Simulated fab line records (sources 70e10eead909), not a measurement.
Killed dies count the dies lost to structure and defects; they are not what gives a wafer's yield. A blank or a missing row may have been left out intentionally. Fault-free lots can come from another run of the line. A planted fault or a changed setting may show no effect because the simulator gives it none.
Matching of chambers || flow nandHarc || NHARC_P_M1_DEP_33 on pecvd-03 has 3 sister chambers
The step deposits SiCN, target thk 30 nm. 6 wafers are shown with their chamber, then 9 later ones without.

== WAFERS WITH THEIR CHAMBER ==
{"wafer": "L083.4", "chamber": 1, "heaterPowerW (W)": 717, "susceptorTempC (C)": 369.92}
{"wafer": "L085.1", "chamber": 1, "heaterPowerW (W)": 713, "susceptorTempC (C)": 369.88}
{"wafer": "L085.3", "chamber": 2, "heaterPowerW (W)": 482, "susceptorTempC (C)": 369.94}
{"wafer": "L084.2", "chamber": 0, "heaterPowerW (W)": 428, "susceptorTempC (C)": 370.01}
{"wafer": "L084.3", "chamber": 2, "heaterPowerW (W)": 513, "susceptorTempC (C)": 369.90}
{"wafer": "L084.6", "chamber": 0, "heaterPowerW (W)": 427, "susceptorTempC (C)": 369.76}

== WAFERS MISSING THEIR CHAMBER ==
{"wafer": "L086.2", "heaterPowerW (W)": 462, "susceptorTempC (C)": 370.05}
{"wafer": "L086.4", "heaterPowerW (W)": 463, "susceptorTempC (C)": 370.11}
{"wafer": "L086.5", "heaterPowerW (W)": 753, "susceptorTempC (C)": 369.96}
{"wafer": "L087.1", "heaterPowerW (W)": 441, "susceptorTempC (C)": 370.00}
{"wafer": "L087.2", "heaterPowerW (W)": 576, "susceptorTempC (C)": 370.34}
{"wafer": "L087.3", "heaterPowerW (W)": 751, "susceptorTempC (C)": 369.78}
{"wafer": "L095.2", "heaterPowerW (W)": 490, "susceptorTempC (C)": 369.79}
{"wafer": "L095.4", "heaterPowerW (W)": 676, "susceptorTempC (C)": 369.85}
{"wafer": "L095.5", "heaterPowerW (W)": 506, "susceptorTempC (C)": 369.91}

== WHICH CHAMBER EACH ONE RAN IN ==
{"wafer": "L086.2", "from the rows above": "can't be placed: 2 or 0", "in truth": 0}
{"wafer": "L086.4", "from the rows above": "can't be placed: 2 or 0", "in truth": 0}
{"wafer": "L086.5", "from the rows above": 1, "in truth": 1}
{"wafer": "L087.1", "from the rows above": 0, "in truth": 0}
{"wafer": "L087.2", "from the rows above": 2, "in truth": 2}
{"wafer": "L087.3", "from the rows above": 1, "in truth": 1}
{"wafer": "L095.2", "from the rows above": 2, "in truth": 2}
{"wafer": "L095.4", "from the rows above": 1, "in truth": 1}
{"wafer": "L095.5", "from the rows above": 2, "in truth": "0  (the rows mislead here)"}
Correct placement for 6 of the 9. From these rows, 2 cannot be placed; in 2 the true chamber is one of the candidates. 1 placed wrongly.
How it was worked out, from the rows above alone: a wafer's distance from a chamber is the root of the sum, over the readings, of the square of ((its reading less the chamber's mean) divided by the reading's scatter). If the next closest chamber is less than 2 further off than the closest, the wafer can't be placed; otherwise it belongs to the closest. The mean given for a chamber averages the wafers shown for that chamber. The scatter: take each reading less its chamber's mean, square it, sum over the shown wafers, divide by the number of wafers less the number of chambers, and take the root.
